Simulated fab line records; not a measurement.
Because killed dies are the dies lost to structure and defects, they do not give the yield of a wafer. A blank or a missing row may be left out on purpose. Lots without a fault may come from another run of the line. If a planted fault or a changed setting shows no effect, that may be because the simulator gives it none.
Which tool did it? / flow nand harc / 18 wafers from 6 lots sampled at 2 of the route's 1302 steps

WHAT THE GAUGES READ, wafer by wafer
NHARC_P_GATE_INSPECT_28.
lot=L221; measured=day 6 01:23; on=defect inspect-01; raw defect count=3 4 2
lot=L224; measured=day 7 12:49; on=defect inspect-02; raw defect count=7 3 7
lot=L228; measured=day 9 08:37; on=defect inspect-01; raw defect count=5 6 3
lot=L230; measured=day 10 01:47; on=defect inspect-02; raw defect count=1 8 12
lot=L236; measured=day 12 08:53; on=defect inspect-01; raw defect count=5 13 6
lot=L241; measured=day 14 20:47; on=defect inspect-01; raw defect count=256 253 261

WHICH TOOL RAN EACH LOT (tool, then ch and the chambers of the sampled wafers, then the start)
lot=L221; NHARC_P_GATE_STRIP_15=wet bench-02 ch 1,3,4, day 5 10:36
lot=L224; NHARC_P_GATE_STRIP_15=wet bench-09 ch 3,4,7, day 6 23:23
lot=L228; NHARC_P_GATE_STRIP_15=wet bench-03 ch 0,1,5, day 8 11:44
lot=L230; NHARC_P_GATE_STRIP_15=wet bench-03 ch 1,5,7, day 9 11:45
lot=L236; NHARC_P_GATE_STRIP_15=wet bench-02 ch 2,4,5, day 11 17:29
lot=L241; NHARC_P_GATE_STRIP_15=wet bench-09 ch 0,6,7, day 13 22:23
- NHARC_P_GATE_STRIP_15: strips in SPM, time 780 s.

THE ANSWER, worked out from the rows above alone
Rule: what is usual is taken from the lots themselves. The widest of any qualifying gaps counts: lots, ordered by their means at a reading, are off when they make up no more than a third of the lots, leave a main group of 4 or more, and stand apart from it by 3 or more times the standard deviation of that group's means. If all means in a main group match to the digits the tables above print for the reading, that group is not used. A lot without any number at a reading at which 4 lots or more have one is off too. All remaining lots with rows at the step are treated as sound.
Off, at NHARC_P_GATE_INSPECT_28 on raw defect count: L241. The main group: mean 5.7, standard deviation 1.8.
If a tool, at a process step before that reading, ran all the lots that are off and no sound lot after the first of them, it fits. Gauges at NHARC_P_GATE_INSPECT_28: tried the same way as those tools. This does not decide it: 2 tools fit, namely wet bench-09 at NHARC_P_GATE_STRIP_15 and defect inspect-01 at NHARC_P_GATE_INSPECT_28.

WHAT WAS PUT IN BY THE SIMULATOR
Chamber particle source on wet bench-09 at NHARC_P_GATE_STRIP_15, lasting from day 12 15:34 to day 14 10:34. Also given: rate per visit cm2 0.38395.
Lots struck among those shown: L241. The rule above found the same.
